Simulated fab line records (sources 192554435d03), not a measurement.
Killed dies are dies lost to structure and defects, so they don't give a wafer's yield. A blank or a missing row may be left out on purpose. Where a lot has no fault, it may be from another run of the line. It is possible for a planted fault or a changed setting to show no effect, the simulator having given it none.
Chamber matching + flow n5-finfet + N5_GATE_CUT_SAC_CAP_01 on ald-sin-01: 4 sister chambers
The step material SiNx, target thk 24 nm, pulse time 1 s, ald cycles 480. 4 wafers are shown with their chamber, then 7 later ones without.

WAFERS, EACH WITH ITS CHAMBER
| wafer  | chamber | heater-power-w (W) |
|--------|---------|--------------------|
| L080.5 | 2       | 1002               |
| L082.5 | 1       | 839                |
| L085.3 | 3       | 789                |
| L085.5 | 0       | 959                |

WAFERS WHOSE CHAMBER IS MISSING
| wafer  | heater-power-w (W) |
|--------|--------------------|
| L085.6 | 782                |
| L086.1 | 977                |
| L086.3 | 792                |
| L086.4 | 830                |
| L091.3 | 957                |
| L091.4 | 789                |
| L091.6 | 923                |

THE CHAMBER EACH PASSED THROUGH
| wafer  | from the rows above     | in truth |
|--------|-------------------------|----------|
| L085.6 | 3                       | 3        |
| L086.1 | can't be placed: 0 or 2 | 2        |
| L086.3 | 3                       | 3        |
| L086.4 | 1                       | 1        |
| L091.3 | 0                       | 0        |
| L091.4 | 3                       | 3        |
| L091.6 | 0                       | 0        |
Correctly placed: 6 of 7. Unplaceable from these rows: 1, with the true chamber sitting among the candidates in 1. Wrongly placed: 0.
How it was worked out, from the rows above alone: a wafer's distance from a chamber is the root of the sum, over the readings, of the square of ((its reading less the chamber's mean) divided by the reading's scatter). The wafer belongs to the nearest chamber; if the next one is less than 2 further off, it can't be placed. A chamber's mean is the mean of its shown wafers. The scatter: root of mean squared gap, hidden wafer to nearest shown wafer, with one shown wafer a chamber.
